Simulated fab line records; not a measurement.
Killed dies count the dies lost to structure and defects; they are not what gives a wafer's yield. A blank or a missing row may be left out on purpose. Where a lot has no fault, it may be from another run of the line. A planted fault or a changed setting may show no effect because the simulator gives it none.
Chamber matching | flow n5-finfet | 4 sister chambers for N5_HKMG_FIN_STRIP_93 on rie-diel-04
The step strips SOC in N2/H2, time 20 s. 20 wafers are shown with their chamber, then 10 later ones without.

WAFERS, EACH WITH ITS CHAMBER
wafer  | chamber | throttle-valve-pct (%) | showerhead-plenum-p-Torr (Torr) | drypump-motor-current-A (A)
L074.1 | 0       | 19.4                   | 3.34                            | 5.6
L074.2 | 1       | 19.4                   | 3.35                            | 5.6
L074.3 | 3       | 18.8                   | 3.22                            | 5.6
L075.1 | 0       | 19.4                   | 3.34                            | 5.6
L075.2 | 2       | 19.5                   | 3.19                            | 6.5
L075.4 | 1       | 19.4                   | 3.35                            | 5.6
L076.1 | 0       | 19.4                   | 3.34                            | 5.6
L076.2 | 2       | 19.5                   | 3.19                            | 6.6
L076.4 | 1       | 19.4                   | 3.35                            | 5.6
L077.1 | 0       | 19.4                   | 3.34                            | 5.6
L077.5 | 2       | 19.5                   | 3.19                            | 6.5
L077.6 | 3       | 18.8                   | 3.22                            | 5.6
L078.1 | 1       | 19.5                   | 3.34                            | 5.6
L078.2 | 0       | 19.4                   | 3.33                            | 5.6
L078.3 | 3       | 18.8                   | 3.22                            | 5.7
L079.1 | 1       | 19.5                   | 3.34                            | 5.6
L079.2 | 3       | 18.8                   | 3.21                            | 5.6
L079.3 | 2       | 19.5                   | 3.19                            | 6.5
L081.1 | 3       | 18.8                   | 3.21                            | 5.6
L081.2 | 0       | 19.4                   | 3.33                            | 5.6

SIGNATURES, as means of the wafers listed above
reading                  | chamber 0 | chamber 1 | chamber 2 | chamber 3 | scatter within a chamber
throttle-valve-pct       | 19.400    | 19.440    | 19.500    | 18.800    | 0.0274
showerhead-plenum-p-Torr | 3.3367    | 3.3460    | 3.1900    | 3.2160    | 0.00483
drypump-motor-current-A  | 5.600     | 5.600     | 6.525     | 5.620     | 0.0311
Rule: for a wafer and a chamber, the distance is found by dividing, reading by reading, the gap between the wafer's reading and the chamber's mean by the reading's scatter, squaring, summing and taking the root. The wafer belongs to the nearest chamber; if the next one is less than 2 further off, it can't be placed. The scatter: take each reading less its chamber's mean, square it, sum over the shown wafers, divide by the number of wafers less the number of chambers, and take the root.

WAFERS MISSING THEIR CHAMBER
wafer  | throttle-valve-pct (%) | showerhead-plenum-p-Torr (Torr) | drypump-motor-current-A (A)
L081.6 | 19.6                   | 3.19                            | 6.5
L083.1 | 18.8                   | 3.21                            | 5.6
L083.3 | 19.4                   | 3.33                            | 5.6
L083.5 | 19.5                   | 3.18                            | 6.5
L088.1 | 19.2                   | 3.59                            | 6.5
L088.3 | 19.4                   | 3.32                            | 5.6
L088.4 | 19.5                   | 3.33                            | 5.6
L093.1 | 19.2                   | 3.58                            | 6.5
L093.2 | 19.5                   | 3.32                            | 5.6
L093.4 | 19.5                   | 3.32                            | 5.6

CHAMBER TAKEN BY EACH
wafer  | from the rows above     | in truth
L081.6 | 2                       | 2
L083.1 | 3                       | 3
L083.3 | 0                       | 0
L083.5 | 2                       | 2
L088.1 | can't be placed: 1 or 0 | 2
L088.3 | 0                       | 0
L088.4 | can't be placed: 0 or 1 | 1
L093.1 | can't be placed: 1 or 0 | 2
L093.2 | can't be placed: 0 or 1 | 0
L093.4 | can't be placed: 0 or 1 | 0
Placed correctly: 5 of 10. Can't be placed from these rows: 5 (the true chamber is among the candidates in 3). Placed wrongly: 0.
